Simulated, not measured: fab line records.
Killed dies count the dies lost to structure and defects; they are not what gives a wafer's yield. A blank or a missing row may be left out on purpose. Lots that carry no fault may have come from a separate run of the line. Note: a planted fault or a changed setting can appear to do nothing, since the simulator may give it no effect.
Chamber matching | flow n5-finfet | N5_BEOL_M11_STRIP_67 on rie-diel-03: 4 sister chambers
The step strips in CF4. 8 wafers are shown with their chamber, then 9 later ones without.

== WAFERS PAIRED WITH THEIR CHAMBERS ==
wafer  | chamber | showerhead-plenum-p-Torr (Torr) | drypump-motor-current-A (A)
L078.1 | 2       | 1.82                            | 6.05
L079.1 | 2       | 1.82                            | 6.04
L079.5 | 3       | 1.85                            | 5.86
L086.1 | 3       | 1.84                            | 5.86
L086.5 | 0       | 1.73                            | 5.73
L091.4 | 1       | 1.75                            | 5.48
L091.5 | 1       | 1.75                            | 5.50
L091.6 | 0       | 1.73                            | 5.75

== WAFERS WITH NO CHAMBER GIVEN ==
wafer  | showerhead-plenum-p-Torr (Torr) | drypump-motor-current-A (A)
L093.3 | 1.81                            | 6.02
L093.5 | 1.84                            | 5.82
L093.6 | 1.72                            | 5.70
L094.1 | 1.82                            | 6.02
L094.3 | 1.72                            | 5.75
L094.5 | 1.72                            | 5.72
L095.3 | 1.75                            | 5.50
L095.4 | 1.81                            | 6.05
L095.5 | 1.81                            | 6.04

== WHICH CHAMBER EACH ONE RAN IN ==
wafer  | from the rows above | in truth
L093.3 | 2                   | 2
L093.5 | 3                   | 3
L093.6 | 0                   | 0
L094.1 | 2                   | 2
L094.3 | 0                   | 0
L094.5 | 0                   | 0
L095.3 | 1                   | 1
L095.4 | 2                   | 2
L095.5 | 2                   | 2
Correct placement for 9 of the 9. Number that these rows cannot place: 0. Wrongly placed: 0.
How it was worked out, from the rows above alone: a wafer's distance from a chamber is the root of the sum, over the readings, of the square of ((its reading less the chamber's mean) divided by the reading's scatter). If the next closest chamber is less than 2 further off than the closest, the wafer can't be placed; otherwise it belongs to the closest. The mean given for a chamber averages the wafers shown for that chamber. The scatter: the root of (the sum of the squares of (reading less its chamber's mean) over the shown wafers, divided by (wafers less chambers)).
